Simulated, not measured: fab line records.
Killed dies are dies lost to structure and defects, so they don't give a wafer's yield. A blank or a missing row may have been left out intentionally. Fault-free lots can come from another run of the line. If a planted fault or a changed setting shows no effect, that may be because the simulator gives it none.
A struck lot beside a sound one | flow nand-harc | 22 steps out of a route of 1159
Sound: the wafers L416.1, L416.2, L416.3. Struck: wafers L423.2, L423.3, L423.4. The cause is given at the end.
For every step that has rows: the tool of each side, followed by ch and its chambers, followed by its first start. Under that, the readings that differ: sound wafers | struck wafers | difference of the means | sigmas: that difference in standard deviations of wafers without a fault.
alike: readings whose means differ by less than 2 such deviations, and words and numbers that are the same on both sides. not compared: withheld readings, readings that some wafer has no value for, bounds like >300 that may hide the same value, and numbers for which the record gives no deviation and whose values overlap.
The two part at a step that has a row with sigmas, a row that says differs or no value, or rows on one side only. Numbers that don't overlap but have no deviation are shown without sigmas and don't part them. A reading that every wafer of one side lacks parts them only if that side has two wafers or more.

NHARC_A_CHANNEL_HOLE_D1_CD_MEAS_18:
  sound on cd-sem-03, day 8 23:44; struck on cd-sem-03, day 10 14:56
  alike: cd-nm
NHARC_A_CHANNEL_HOLE_D1_ETCH_19: etches the open film in C4F8/O2/Ar, time 34.5 s.
  sound on har-etch-02 ch 0,1, day 9 03:41; struck on har-etch-02 ch 0,1, day 10 15:00
  alike: drypump-motor-current-A, showerhead-plenum-p-Torr, throttle-valve-pct
  not compared: rf-hours-counter-h
then, 2 steps without rows for these wafers: NHARC_A_CHANNEL_HOLE_D1_ETCH_20 (etches the open film in C4F8/O2/Ar, time 361.9 s, target depth 1600 nm); NHARC_A_CHANNEL_HOLE_D1_ETCH_21 (etches the open film in C4F8/O2/Ar, time 514.3 s, target depth 1600 nm).
NHARC_A_CHANNEL_HOLE_D1_ETCH_22: etches the open film in C4F8/O2/Ar, time 666.7 s, target depth 1600 nm.
  sound on har-etch-02 ch 0,1, day 9 04:33; struck on har-etch-02 ch 0,1, day 10 15:52
  alike: drypump-motor-current-A, showerhead-plenum-p-Torr, throttle-valve-pct
  not compared: rf-hours-counter-h
then, 2 steps without rows for these wafers: NHARC_A_CHANNEL_HOLE_D1_ETCH_23 (etches the open film in C4F8/O2/Ar, time 819 s, target depth 1600 nm); NHARC_A_CHANNEL_HOLE_D1_ETCH_24 (etches the open film in C4F8/O2/Ar, time 906.2 s, target depth 1500 nm).
NHARC_A_CHANNEL_HOLE_D1_ETCH_25: etches the open film in C4F8/O2/Ar, time 1040.2 s, target depth 1500 nm.
  sound on har-etch-02 ch 0,1, day 9 06:35; struck on har-etch-02 ch 0,1, day 10 17:54
  alike: drypump-motor-current-A, showerhead-plenum-p-Torr, throttle-valve-pct
  not compared: rf-hours-counter-h
NHARC_A_CHANNEL_HOLE_D1_ETCH_26: etches the open film in C4F8/O2/Ar, time 224.1 s, target depth 300 nm.
  sound on har-etch-02 ch 0,1, day 9 07:28; struck on har-etch-02 ch 0,1, day 10 18:46
  alike: drypump-motor-current-A, showerhead-plenum-p-Torr, throttle-valve-pct
  not compared: rf-hours-counter-h
then, 3 steps without rows for these wafers: NHARC_A_CHANNEL_HOLE_D1_ETCH_33 (etches the open film in C4F8/O2/Ar, time 90 s, target depth 400 nm); NHARC_A_CHANNEL_HOLE_D1_STRIP_41 (strips in N2/H2); NHARC_A_CHANNEL_HOLE_D1_STRIP_42 (strips in CF4/CHF3).
NHARC_A_CHANNEL_HOLE_D1_STRIP_43: strips in O2/COS.
  sound on rie-diel-02 ch 0,1,2, day 9 08:22; struck on rie-diel-02 ch 0,1,2, day 10 19:38
NHARC_A_CHANNEL_HOLE_D1_ETCH_44: etches the open film in CF4/O2, target depth 140 nm, overetch 14 nm, time 77 s.
  sound on rie-diel-02 ch 1,2,3, day 9 08:25; struck on rie-diel-02 ch 0,1,2, day 10 19:42
  reading                | sound       | struck      | difference | sigmas
  rf-hours-counter-h (h) | 2.0 2.4 2.4 | 5.0 4.8 5.4 | +2.8       |
  alike: drypump-motor-current-A, oes_ar_750_au, oes_o_777_au, oes-product-au, rf-vpp-V, showerhead-plenum-p-Torr, throttle-valve-pct
then, 3 steps without rows for these wafers: NHARC_A_CHANNEL_HOLE_D1_STRIP_27 (strips in O2); NHARC_A_CHANNEL_HOLE_D1_PRECLEAN_28 (cleans in SC1); NHARC_A_CHANNEL_HOLE_D1_SRD_29.
NHARC_A_CHANNEL_HOLE_D1_CD_MEAS_30:
  sound on cd-sem-03, day 9 09:13; struck on cd-sem-03, day 10 20:30
  alike: cd-nm
then, 1 step without rows for these wafers: NHARC_A_CHANNEL_HOLE_D1_XSEM_31.
NHARC_A_CHANNEL_HOLE_D1_INSPECT_40:
  sound on defect-inspect-02, day 9 09:25; struck on defect-inspect-01, day 10 20:41
  reading          | sound    | struck      | difference | sigmas
  raw-defect-count | 30 38 35 | 870 938 816 | +840       | +47
then, 1 step without rows for these wafers: NHARC_A_CHANNEL_FILL_D1_PRECLEAN_00 (cleans in SC1).
-- record jumps: 11 days between struck wafers' starts before vs after; left off in module A_CHANNEL_FILL_D1, resumes in module END, first step shown is number 1159 of the route --
NHARC_END_SORT_01:
  the record has rows for the struck wafers here (prober-02 ch 0, day 21 17:14) and none for the sound ones

== WHERE THEY PART ==
Last at NHARC_END_SORT_01 as far as this record goes, first at NHARC_A_CHANNEL_HOLE_D1_INSPECT_40.

WHY: what had been put in by the simulator
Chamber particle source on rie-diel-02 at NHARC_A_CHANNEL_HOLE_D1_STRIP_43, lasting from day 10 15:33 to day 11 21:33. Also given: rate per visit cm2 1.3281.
